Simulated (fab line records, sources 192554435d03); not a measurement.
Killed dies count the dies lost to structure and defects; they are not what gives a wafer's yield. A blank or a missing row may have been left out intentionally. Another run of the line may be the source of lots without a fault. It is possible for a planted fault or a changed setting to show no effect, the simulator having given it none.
Matching of chambers	flow n5 finfet	3 sister chambers for N5_BEOL_M1_ILD_DEP_00 on pecvd-04
The step deposits SiOC from DEMS/O2, target thk 79 nm, time 15.3 s. 18 wafers are shown with their chamber, then 9 later ones without.

EACH WAFER AND ITS CHAMBER
wafer	chamber	showerhead vpp V (V)	throttle valve pct (%)	showerhead plenum p Torr (Torr)
L618.3	1	1377	13.2	5.701
L618.4	0	1540	12.0	5.671
L618.6	1	1364	13.6	5.712
L622.2	2	1344	11.9	5.721
L622.4	0	1511	12.1	5.679
L622.5	2	1341	11.8	5.711
L621.1	0	1559	11.9	5.675
L621.4	1	1348	13.3	5.714
L621.6	2	1323	12.0	5.715
L623.1	0	1523	12.0	5.690
L623.2	1	1360	13.5	5.716
L623.6	1	1365	13.3	5.709
L624.1	1	1348	13.6	5.711
L624.3	0	1537	12.1	5.680
L624.4	2	1331	12.0	5.720
L636.1	2	1331	11.9	5.710
L636.3	0	1528	12.3	5.672
L636.4	1	1352	13.5	5.699

SIGNATURES, as means of the wafers listed above
reading	chamber 0	chamber 1	chamber 2	scatter within a chamber
showerhead vpp V	1533.00	1359.14	1334.00	12.4
throttle valve pct	12.067	13.429	11.920	0.136
showerhead plenum p Torr	5.67783	5.70886	5.71540	0.0063
Rule: for each reading, subtract the chamber's mean from the wafer's reading, divide by that reading's scatter and square the result; add these up over the readings and take the root, which gives the wafer's distance from the chamber. If the next closest chamber is less than 2 further off than the closest, the wafer can't be placed; otherwise it belongs to the closest. The scatter is the square root of a quotient: the sum, over the shown wafers, of each reading's squared deviation from its chamber's mean, divided by wafers minus chambers.

WAFERS WITHOUT THEIR CHAMBER
wafer	showerhead vpp V (V)	throttle valve pct (%)	showerhead plenum p Torr (Torr)
L637.2	1536	12.1	5.691
L637.5	1333	12.3	5.703
L637.6	1541	12.2	5.691
L638.2	1365	13.4	5.711
L638.5	1360	13.3	5.722
L638.6	1573	12.1	5.689
L639.1	1543	12.1	5.694
L639.5	1361	13.5	5.707
L639.6	1520	12.0	5.681

EACH ONE'S CHAMBER
wafer	from the rows above	in truth
L637.2	0	0
L637.5	2	2
L637.6	0	0
L638.2	1	1
L638.5	1	1
L638.6	0	0
L639.1	0	0
L639.5	1	1
L639.6	0	0
Correct placement for 9 of the 9. From these rows, 0 cannot be placed. Wrongly placed: 0.
